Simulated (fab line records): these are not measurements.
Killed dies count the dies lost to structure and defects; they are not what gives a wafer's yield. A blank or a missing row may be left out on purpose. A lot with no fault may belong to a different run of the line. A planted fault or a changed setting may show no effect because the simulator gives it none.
fab line records ; flow n5Finfet
record: lots: 5; wafers: 15; lastDay: 17
route steps=1938 shown WELL_APT@20 PMOS_HMC_CHANNEL_EPI@57 BEOL_M4@1111
lots untouched by any fault: they come from a run of this same line in which no faults occurred
startH: start of the lot's first displayed wafer, in hours after the record's first day ; waitH: hours since the lot's step before ; " as in the row above ; L1.1+2: a row that stands for several wafers ; - no value, or no start was given ; * or withheld: withheld ; < > ~ a bound
route shown NAME@n: a module of which the file shows steps, and the number in the route of the first ; usual: mean/standard deviation taken from wafers without a fault ; same: alike in all rows ; chamber/n: place in a boat ; sites: the reading at each site ; _std_site: the values' standard deviation ; _edge_site: inner sites' mean taken away from outer sites' mean ; radiusMm: how far each site lies from the wafer's centre ; mask NAME#n: copy n ; behind: the tool/chamber that last shaped the wafer ; hold: cause of the lot's hold/its duration in hours/its outcome ; device: the n, p or np transistor that did not switch ; end of line: at the end of the route, the tests of the same wafers ; where a step has no rows: the recipe by itself ; killed: dies lost to structure and defects at the first sort, not the wafer's yield ; map: per-die view of a wafer (x killed, . not killed, _ where there is no die)
set.NAME: the setting that was run; set.NAME@STEP: the one run at that earlier step ; model.NAME: the simulator's own value behind a step, which no gauge read
certain route steps with their lots: each step a table, each wafer a row
services: the hour from which a tool's chamber was out of use, counted from the record's first day as startH (under 0 if before that day), plus the number of hours and why
== steps ==
step: N5_WELL_APT_HMDS_01
recipe: timeS: 60; tempC: 120
step: N5_WELL_APT_COAT_02
recipe: spinRpm: 1357; resistThkNm: 950
step: N5_WELL_APT_EBR_04
recipe: solvent: PGMEA; ebrWidthMm: 1.5
step: N5_WELL_APT_SOFTBAKE_03
recipe: tempC: 130; timeS: 60
step: N5_WELL_APT_EXPOSE_05
recipe: maskId: NWELL; na: 0.8; sourceShape: conventional; sigmaOuter: 0.8; polarization: unpolarized; defocusNm: 0; targetCdNm: 200; doseMj: 20.3
step: N5_WELL_APT_PEB_06
recipe: pebTempC: 130; pebTimeS: 90
step: N5_WELL_APT_DEVELOP_07
recipe: developTimeS: 45; rinseLiquid: surfactantRinse; dry: airSpin; devTempC: 21
step: N5_WELL_APT_HARDBAKE_12
recipe: tempC: 130; timeS: 120
step: N5_WELL_APT_DESCUM_13
recipe: chemistry: O2; timeS: 7.9; sourcePowerW: 50; biasPowerW: 20; pressureMtorr: 20; rfFrequencyHz: 2.712e+07; tempC: 40; o2FlowSccm: 225
step: N5_WELL_APT_IMPLANT_14
recipe: species: P; energyKev: 160; doseCm2: 1.5e+13; tiltDeg: 0; rotationDeg: 0
usual: beamEnergyKeV: 160.00/0.05
lot.wafer;tool;chamber;startH;waitH;beamEnergyKeV;model.implant.rpNm;model.implant.drpNm
L633.1;implanter-01;0;26.10;0.1;160.03;204.3;65.9
L633.2;implanter-01;0;26.10;0.1;160.05;204.3;65.9
L633.3;implanter-01;0;26.10;0.1;159.96;204.3;65.9
L640.1;implanter-01;0;68.09;0.1;191.19;239.3;75.02
L640.2;implanter-01;0;68.09;0.1;191.15;239.3;75.02
L640.4;implanter-01;0;68.09;0.1;191.07;239.3;75.02
L641.1;implanter-01;0;74.00;0.1;191.22;246.6;75.02
L641.4;implanter-01;0;74.00;0.1;191.17;246.6;75.02
L641.6;implanter-01;0;74.00;0.1;191.15;246.6;75.02
L642.1;implanter-01;0;79.93;0.1;191.22;249.9;75.02
L642.5;implanter-01;0;79.93;0.1;191.21;249.9;75.02
L642.6;implanter-01;0;79.93;0.1;191.16;249.9;75.02
L648.4;implanter-02;0;116.33;0.2;159.89;200.7;65.9
L648.5;implanter-02;0;116.33;0.2;159.99;200.7;65.9
L648.6;implanter-02;0;116.33;0.2;159.96;200.7;65.9
step: N5_WELL_APT_IMPLANT_15
recipe: species: As; energyKev: 25; doseCm2: 1.5e+13; tiltDeg: 0; rotationDeg: 0
step: N5_WELL_APT_STRIP_16
recipe: chemistry: SPM; timeS: 900; tempC: 130; h2so4H2o2VolRatio: 4; dry: ipaMarangoni
step: N5_WELL_APT_HMDS_18
recipe: timeS: 60; tempC: 120
step: N5_WELL_APT_COAT_19
recipe: spinRpm: 1357; resistThkNm: 950
step: N5_WELL_APT_EBR_21
recipe: solvent: PGMEA; ebrWidthMm: 1.5
step: N5_WELL_APT_SOFTBAKE_20
recipe: tempC: 130; timeS: 60
step: N5_WELL_APT_EXPOSE_22
recipe: maskId: PWELL; na: 0.8; sourceShape: conventional; sigmaOuter: 0.8; polarization: unpolarized; defocusNm: 0; targetCdNm: 200; doseMj: 23.2
step: N5_WELL_APT_PEB_23
recipe: pebTempC: 130; pebTimeS: 90
step: N5_WELL_APT_DEVELOP_24
recipe: developTimeS: 45; rinseLiquid: surfactantRinse; dry: airSpin; devTempC: 21
step: N5_WELL_APT_HARDBAKE_29
recipe: tempC: 130; timeS: 120
step: N5_WELL_APT_DESCUM_30
recipe: chemistry: O2; timeS: 7.9; sourcePowerW: 50; biasPowerW: 20; pressureMtorr: 20; rfFrequencyHz: 2.712e+07; tempC: 40; o2FlowSccm: 225
step: N5_WELL_APT_IMPLANT_31
recipe: species: B; energyKev: 60; doseCm2: 1.5e+13; tiltDeg: 0; rotationDeg: 0
step: N5_WELL_APT_IMPLANT_32
recipe: species: BF2; energyKev: 50; doseCm2: 2e+13; tiltDeg: 0; rotationDeg: 0
step: N5_WELL_APT_STRIP_33
recipe: chemistry: SPM; timeS: 900; tempC: 130; h2so4H2o2VolRatio: 4; dry: ipaMarangoni
step: N5_WELL_APT_RTA_34
recipe: tempC: 1000; timeS: 10; ambient: N2; idleTempC: 600; rampUpCPerS: 150; rampDownCPerS: 60; coolToC: 600
step: N5_WELL_APT_OXIDE_STRIP_42
recipe: chemistry: dHF; dilution: 25:1; timeS: 45; tempC: 25; target: SiO2; targetDepthA: 120
step: N5_WELL_APT_PRECLEAN_36
recipe: chemistry: O3/DIW; timeS: 45; tempC: 22; o3Ppm: 10
step: N5_WELL_APT_PRECLEAN_39
recipe: chemistry: dHF; timeS: 60; dilution: 150:1; tempC: 25
step: N5_WELL_APT_SRD_37
recipe: dry: ipaMarangoni; doPpb: 5; timeS: 30; tempC: 23; rinseLiquid: diw
step: N5_WELL_APT_EPI_41
recipe: material: Si; targetThkA: 500; tempC: 650; precursor: SiH4/H2; pressureTorr: 20; timeS: 297.7
step: N5_PMOS_HMC_CHANNEL_EPI_HM_DEP_34
recipe: material: SiO2; targetThkA: 360; tempC: 400; precursor: TEOS/O2; pressureTorr: 6.5; rfW: 900; teosFlowSccm: 161.4; gas: O2; flowSccm: 2650; timeS: 6.9
step: N5_PMOS_HMC_CHANNEL_EPI_COAT_31
recipe: resist: BARC; tempC: 205; timeS: 60; spinRpm: 1500; resistThkNm: 66
step: N5_PMOS_HMC_CHANNEL_EPI_COAT_03
recipe: resist: CAR-ArF-block; spinRpm: 1500; resistThkNm: 205
step: N5_PMOS_HMC_CHANNEL_EPI_EBR_05
recipe: solvent: PGMEA; ebrWidthMm: 1.5
step: N5_PMOS_HMC_CHANNEL_EPI_SOFTBAKE_04
recipe: tempC: 110; timeS: 60; resist: CAR-ArF-block
step: N5_BEOL_M4_RC_MEAS_101
usual: DIBL_N: 36.4/1.6; DIBL_P: 36.2/1.8; IOFF_N: 0.159/0.029; IOFF_P: 0.21/0.034; ION_N: 670/12; ION_P: 459/8.2; RS_NWELL: 1038/6.7; SS_N: 71.5/0.59; SS_P: 73.2/0.54; VT_N: 250/3.3; VT_P: -250/3.7
lot.wafer;tool;chamber;startH;waitH;DIBL_N[mV/V];DIBL_P[mV/V];IOFF_N[nA/um];IOFF_P[nA/um];ION_N[uA/um];ION_P[uA/um];RS_NWELL[ohm/sq];SS_N[mV/dec];SS_P[mV/dec];VT_N[mV];VT_P[mV]
L633.1;prober-02;0;203.63;0.0;34.2;31.6;0.120;0.18;654;455;1047;70.5;72.3;253;-250
L633.2;prober-02;0;203.63;0.0;34.3;32.4;0.126;0.19;663;454;1046;71.2;72.0;252;-245
L633.3;prober-02;0;203.63;0.0;37.1;36.5;0.160;0.25;676;469;1048;70.9;74.0;249;-246
L640.1;prober-01;0;224.96;0.0;35.6;33.0;0.129;0.18;671;460;951;71.4;72.4;252;-250
L640.2;prober-01;0;224.96;0.0;38.1;36.9;0.188;0.24;691;471;951;72.2;74.2;246;-248
L640.4;prober-01;0;224.96;0.0;38.4;37.0;0.182;0.25;682;470;947;72.2;73.6;248;-245
L641.1;prober-02;0;251.63;0.0;36.9;35.8;0.177;0.19;672;449;953;72.2;73.8;250;-253
L641.4;prober-02;0;251.63;0.0;38.4;37.2;0.200;0.23;678;461;945;72.2;73.9;246;-251
L641.6;prober-02;0;251.63;0.0;36.8;35.8;0.176;0.19;683;456;944;72.4;73.7;249;-253
L642.1;prober-01;0;259.90;0.0;37.5;36.6;0.162;0.19;655;444;955;71.5;73.4;254;-254
L642.5;prober-01;0;259.90;0.0;35.2;35.0;0.129;0.17;660;451;946;71.4;72.3;253;-253
L642.6;prober-01;0;259.90;0.0;38.4;38.9;0.180;0.22;662;453;943;71.8;73.8;253;-252
L648.4;prober-01;0;294.06;0.5;35.4;34.5;0.132;0.18;663;457;1052;71.2;73.0;255;-251
L648.5;prober-01;0;294.06;0.5;34.9;34.4;0.132;0.18;662;457;1040;71.7;72.9;254;-254
L648.6;prober-01;0;294.06;0.5;34.7;35.0;0.125;0.18;656;449;1030;71.9;73.6;257;-253
== services ==
tool;chamber;startH;hours;kind
implanter-01;-;3.73;0.6;repair
implanter-01;-;30.64;5.0;pm
implanter-02;-;81.45;4.2;pm
== key ==
firstSign: step: N5_WELL_APT_IMPLANT_14; reading: beamEnergyKeV; direction: up; sigmas: 99+; usual: 160.00; struck: 191.17
effect: step: N5_BEOL_M4_RC_MEAS_101; reading: RS_NWELL; direction: down; sigmas: 13; usual: 1038; struck: 948
modelEffect: step: N5_WELL_APT_IMPLANT_14; value: implant.rpNm; without: 204.3; struck: 245.2
metAt N5_WELL_APT_IMPLANT_14
struckWafers L640.1,L640.2,L640.4,L641.1,L641.4,L641.6,L642.1,L642.5,L642.6
onsetBetween 26.10 68.09
fault: kind: processParameterDrift; tool: implanter-01; chamber: -; onsetH: 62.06; steps: N5_WELL_APT_IMPLANT_14; channel: energyKev; offset: 31.144; shape: step; endH: 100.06; actsIn: theseRecipesOnly; stated: 160
